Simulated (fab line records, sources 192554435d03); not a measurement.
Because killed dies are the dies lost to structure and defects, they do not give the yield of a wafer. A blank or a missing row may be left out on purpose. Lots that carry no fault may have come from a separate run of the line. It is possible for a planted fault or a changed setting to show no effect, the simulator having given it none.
Split-lot trial -- flow n5Finfet -- route with 1938 steps; 7 lots, 21 wafers read

== SPLIT DETAILS ==
At N5_SDB_COAT_05 (resist thk 90 nm), the setting spinRpm was moved away from the recipe's 1500 rpm on 7 of the 21 wafers read, by -7.9% to +10.0%. For the rest of the wafers, this setting stayed at what the recipe calls for.

== FROM THE SPLIT TO THE READING: what the file shows between them, 2 steps ==
- N5_SDB_EBR_07
- N5_SDB_SOFTBAKE_06: time 60 s

== THE READING ==
CAR-ArF_of_SDB_COAT_05.thkNm (the simulator's own value, which no gauge read), in nm, at N5_SDB_DESCUM_16 (chemistry O2, time 7.9 s). The file gives no usual value for it. The 14 wafers here that ran the recipe average 83.3 nm, standard deviation 0.34 nm.

wafer,"tool, chamber at the split","spinRpm as run, rpm",against the recipe,"CAR-ArF_of_SDB_COAT_05.thkNm, nm",against lot-mates on the recipe
L075.1,"lithoTrack-02, 0",1500,recipe,83.6,-
L075.2,"lithoTrack-02, 0",1500,recipe,83.4,-
L075.4,"lithoTrack-02, 0",1500,recipe,83.4,-
L080.3,"lithoTrack-04, 0",1560,+4.0%,81.8,-1.6
L080.6,"lithoTrack-04, 0",1560,+4.0%,81.8,-1.6
L080.5,"lithoTrack-04, 0",1500,recipe,83.4,-
L082.1,"lithoTrack-05, 0",1650,+10.0%,79,-4.1
L082.3,"lithoTrack-05, 0",1500,recipe,82.8,-
L082.4,"lithoTrack-05, 0",1500,recipe,83.4,-
L084.2,"lithoTrack-05, 0",1500,recipe,83.6,-
L084.3,"lithoTrack-05, 0",1500,recipe,83.6,-
L084.4,"lithoTrack-05, 0",1500,recipe,83.4,-
L091.1,"lithoTrack-05, 0",1382,-7.9%,87.4,+3.4
L091.3,"lithoTrack-05, 0",1500,recipe,84,-
L091.6,"lithoTrack-05, 0",1382,-7.9%,87.6,+3.6
L092.1,"lithoTrack-05, 0",1425,-5.0%,86,+2.8
L092.5,"lithoTrack-05, 0",1500,recipe,83.2,-
L092.6,"lithoTrack-05, 0",1425,-5.0%,85.8,+2.6
L095.3,"lithoTrack-04, 0",1500,recipe,82.8,-
L095.6,"lithoTrack-04, 0",1500,recipe,82.8,-
L095.4,"lithoTrack-04, 0",1500,recipe,83,-

FIT RESULTS
A straight line over all 21 wafers: CAR-ArF_of_SDB_COAT_05.thkNm changes by -0.478 nm for each +1% of spinRpm; r = -0.98; the points scatter about the line by 0.35 nm.
The same after taking each lot's own level away (the mean of its wafers on the recipe; 21 wafers): -0.442 nm for each +1%; r = -0.99; scatter 0.21 nm.
On that fit, the largest move of spinRpm shifts the reading by 4.4 nm.
Measured against the standard deviation above, the lots' own levels, which go from 82.87 to 84.00 nm, span 3.3 times it.
Consequently the slope shifts little with the lot-to-lot level, the two slopes agreeing.
Check: with one of the wafers moved furthest among these (+10.0%) left out of the fit, the line predicts -4.51 nm for it against its lot-mates. Against them it came out at -4.1 nm.

== OTHER SPLITS APPLIED TO THESE WAFERS ==
Note: prior to the reading, these wafers also went through further splits. Each is held against what the fit with the lots' levels taken away leaves over:
other split on the same wafers,wafers away from the commonest value,r with CAR-ArF_of_SDB_COAT_05.thkNm (lot level and that fit taken away)
N5_SD_EPI_P_PEB_07 pebTimeS,2,-0.05
N5_SDB_COAT_04 spinRpm,7,-0.24

== THE WHOLE CHAIN: every reading that the file lists as answering this split, in the file's order ==
step,what it does,reading,change (the file's fit),r (the file's)
N5_SDB_COAT_05,resist thk 90 nm,"CAR-ArF_of_SDB_COAT_05.thkNm (the simulator's own value, which no gauge read)",-0.43 nm for each +1% of the setting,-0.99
N5_SDB_DESCUM_16,"chemistry O2, time 7.9 s","CAR-ArF_of_SDB_COAT_05.thkNm (the simulator's own value, which no gauge read)",-0.436 nm for each +1% of the setting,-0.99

== THE FILE'S OWN FIT ==
CAR-ArF_of_SDB_COAT_05.thkNm changes by -0.436 nm for each +1% of spinRpm, r = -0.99.
